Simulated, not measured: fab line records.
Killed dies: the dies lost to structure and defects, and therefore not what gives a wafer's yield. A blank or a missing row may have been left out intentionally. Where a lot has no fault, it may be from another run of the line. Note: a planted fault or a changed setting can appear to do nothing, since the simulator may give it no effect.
The tool behind it: which one?    flow nand_harc    Sampling: 13 lots, 39 wafers, 5 of 1302 route steps

## WHAT THE GAUGES SHOWED, per wafer
NHARC_A_ZERO_WELL_CD_MEAS_10 targets a cd of 2000 nm. Usual: cd_nm 1999.8 nm, standard deviation 2.1.
lot   measured      on         cd_nm (nm)            flag
L108  day 6 22:23   cd_sem-02  1996.2 1997.2 1997.6  
L110  day 7 09:59   cd_sem-01  2001.0 2000.9 1998.9  
L109  day 7 10:38   cd_sem-03  1999.6 2001.4 2002.1  
L111  day 8 00:31   cd_sem-02  1999.9 2005.5 2003.4  
L112  day 8 14:49   cd_sem-01  1996.6 2000.5 2000.7  
L113  day 8 19:44   cd_sem-02  2001.1 2002.0 2000.5  
L114  day 9 12:35   cd_sem-01  2002.4 2000.0 1999.9  
L116  day 10 08:58  cd_sem-01  1998.5 1997.5 2002.0  
L119  day 11 05:46  cd_sem-01  1998.4 2001.0 1999.9  
L125  day 14 02:28  cd_sem-03  2001.4 1996.8 2000.4  
L126  day 14 07:25  cd_sem-01  2003.7 1999.8 1999.8  
L128  day 15 06:06  cd_sem-01  2001.6 2001.4 2001.4  
L129  day 15 16:21  cd_sem-03  1999.5 2003.1 2003.0  

NHARC_A_ONON_D1_THK_MEAS_05: measures by ellipsometry. Usual: thk_nm 998 nm, standard deviation 7.7.
lot   measured      on             thk_nm (nm)     flag
L108  day 7 20:34   film_metro-02  1005 1003 1004  
L110  day 8 09:44   film_metro-01  998 996 997     
L109  day 8 09:45   film_metro-02  1007 1005 1004  
L111  day 9 02:27   film_metro-02  996 994 995     
L112  day 9 14:54   film_metro-01  1010 1009 1008  
L113  day 9 18:42   film_metro-02  988 989 987     
L114  day 10 12:22  film_metro-02  1007 1010 1008  
L116  day 11 07:16  film_metro-01  675 676 673     OFF
L119  day 12 08:13  film_metro-01  674 673 674     OFF
L125  day 15 00:58  film_metro-01  997 997 996     
L126  day 15 06:44  film_metro-02  1009 1008 1007  
L128  day 16 10:29  film_metro-02  1005 1007 1008  
L129  day 16 15:25  film_metro-01  1008 1006 1006  

NHARC_END_SORT_01. Usual: killed_at_array 55, standard deviation 12; killed_at_other 1.0, standard deviation 1.2; killed_at_periphery 3.9, standard deviation 2.6; killed_dies 60, standard deviation 12; killed_open 3.3, standard deviation 1.9; killed_short 2.5, standard deviation 1.8.
lot   measured      on         killed_at_array  killed_at_other  killed_at_periphery  killed_dies  killed_open  killed_short  flag
L116  day 28 01:38  prober-01  674 670 672      2 4 1            1 3 4                677 677 677  2 4 6        1 2 1         OFF
L119  day 28 16:09  prober-01  667 671 673      1 2 2            9 4 2                677 677 677  4 1 6        8 3 3         OFF

## WHICH TOOL RAN EACH LOT (tool, then ch and the chambers of the sampled wafers, then the start)
lot   NHARC_P_BONDPAD_ACTIVATE_29         NHARC_A_ONON_D1_DEP_03
L108  rie_diel-08 ch 0,1,3, day 6 21:09   pecvd_onon-04 ch 0, day 7 20:06
L110  rie_diel-09 ch 2,3, day 7 08:53     pecvd_onon-02 ch 0, day 8 09:17
L109  rie_diel-03 ch 0,2, day 7 09:31     pecvd_onon-04 ch 0, day 8 09:17
L111  rie_diel-03 ch 0,2,3, day 7 23:23   pecvd_onon-04 ch 0, day 9 01:57
L112  rie_diel-03 ch 0,1, day 8 13:35     pecvd_onon-04 ch 0, day 9 14:23
L113  rie_diel-08 ch 0,2, day 8 18:28     pecvd_onon-04 ch 0, day 9 18:15
L114  rie_diel-09 ch 1,2,3, day 9 11:19   pecvd_onon-04 ch 0, day 10 11:52
L116  rie_diel-09 ch 0,2, day 10 07:43    pecvd_onon-04 ch 0, day 11 06:49
L119  rie_diel-09 ch 1,2, day 11 04:37    pecvd_onon-04 ch 0, day 12 07:41
L125  rie_diel-03 ch 0,1,2, day 14 01:22  pecvd_onon-02 ch 0, day 15 00:30
L126  rie_diel-09 ch 0,1,3, day 14 06:10  pecvd_onon-02 ch 0, day 15 06:14
L128  rie_diel-09 ch 0,2,3, day 15 04:59  pecvd_onon-01 ch 0, day 16 10:04
L129  rie_diel-09 ch 0,2,3, day 15 15:03  pecvd_onon-01 ch 0, day 16 14:54
- NHARC_P_BONDPAD_ACTIVATE_29: chemistry N2, time 60 s.
- NHARC_A_ONON_D1_DEP_03: target thk 1000 nm.

## AS READ BY THE TOOLS THEMSELVES (means over the sampled wafers that have a number; for cases with no such wafer, the mark the record gives instead)
NHARC_P_BONDPAD_ACTIVATE_29. Usual: drypump_motor_current_A 5.9 A, standard deviation 0.53; oes_product_au 1.003 a.u., standard deviation 0.011; rf_vpp_V 64.0 V, standard deviation 0.91; showerhead_plenum_p_Torr 1.76 Torr, standard deviation 0.063.
lot   tool         drypump_motor_current_A (A)  oes_product_au (a.u.)  rf_vpp_V (V)  showerhead_plenum_p_Torr (Torr)  flag
L108  rie_diel-08  5.9                          1.015                  63.7          1.80                             
L110  rie_diel-09  5.9                          0.990                  63.9          1.78                             
L109  rie_diel-03  6.3                          1.005                  63.2          1.74                             
L111  rie_diel-03  6.3                          1.002                  64.0          1.73                             
L112  rie_diel-03  5.9                          1.000                  63.8          1.82                             
L113  rie_diel-08  5.9                          1.013                  64.4          1.74                             
L114  rie_diel-09  5.6                          0.997                  63.9          1.76                             
L116  rie_diel-09  5.4                          0.997                  62.6          1.70                             
L119  rie_diel-09  5.8                          1.002                  64.5          1.77                             
L125  rie_diel-03  6.1                          1.014                  64.2          1.78                             
L126  rie_diel-09  5.2                          0.992                  63.1          1.71                             
L128  rie_diel-09  5.5                          0.989                  62.9          1.73                             
L129  rie_diel-09  5.5                          0.991                  63.8          1.73                             

NHARC_A_ONON_D1_DEP_03. Usual: nh3_flow_sccm 499.9 sccm, standard deviation 1.4.
lot   tool           nh3_flow_sccm (sccm)  flag
L108  pecvd_onon-04  499.8                 
L110  pecvd_onon-02  500.8                 
L109  pecvd_onon-04  500.8                 
L111  pecvd_onon-04  499.2                 
L112  pecvd_onon-04  498.7                 
L113  pecvd_onon-04  499.0                 
L114  pecvd_onon-04  499.9                 
L116  pecvd_onon-04  501.4                 
L119  pecvd_onon-04  501.1                 
L125  pecvd_onon-02  500.4                 
L126  pecvd_onon-02  499.5                 
L128  pecvd_onon-01  498.7                 
L129  pecvd_onon-01  499.4                 

## THE ANSWER, worked out from the rows above alone
Rule: a lot counts as off when the mean over its wafers that have a number is more than 3 standard deviations away from the usual mean. A lot without any number at a reading at which 4 lots or more have one is off too. All remaining lots with rows at the step are treated as sound. Order of review: gauges by route order, followed by the tools' own readings, for which a lot's mean as printed above is used. The first step at which some lot is off is used, and at that step the reading that is off furthest; a lot without a number counts as furthest.
Off, at NHARC_A_ONON_D1_THK_MEAS_05 on thk_nm: L116, L119.
A tool fits if, at a process step before that reading, it ran every lot that is off, and no sound lot after the first of them. Not tried: the gauges at NHARC_A_ONON_D1_THK_MEAS_05; whatever is off there is also off at NHARC_END_SORT_01, on other tools, and gauge error can't account for it. One fits: NHARC_A_ONON_D1_DEP_03 on pecvd_onon-04. A fault onset in the window from L114 (day 10 11:52, its last sound lot) to L116 (day 11 06:49, its first lot off) fits.

## WHAT THE SIMULATOR HAD PUT IN
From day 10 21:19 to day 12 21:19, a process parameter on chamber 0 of pecvd_onon-04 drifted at NHARC_A_ONON_D1_DEP_03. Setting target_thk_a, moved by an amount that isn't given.
Lots struck among those shown: L116, L119. The rule above reached the same finding.
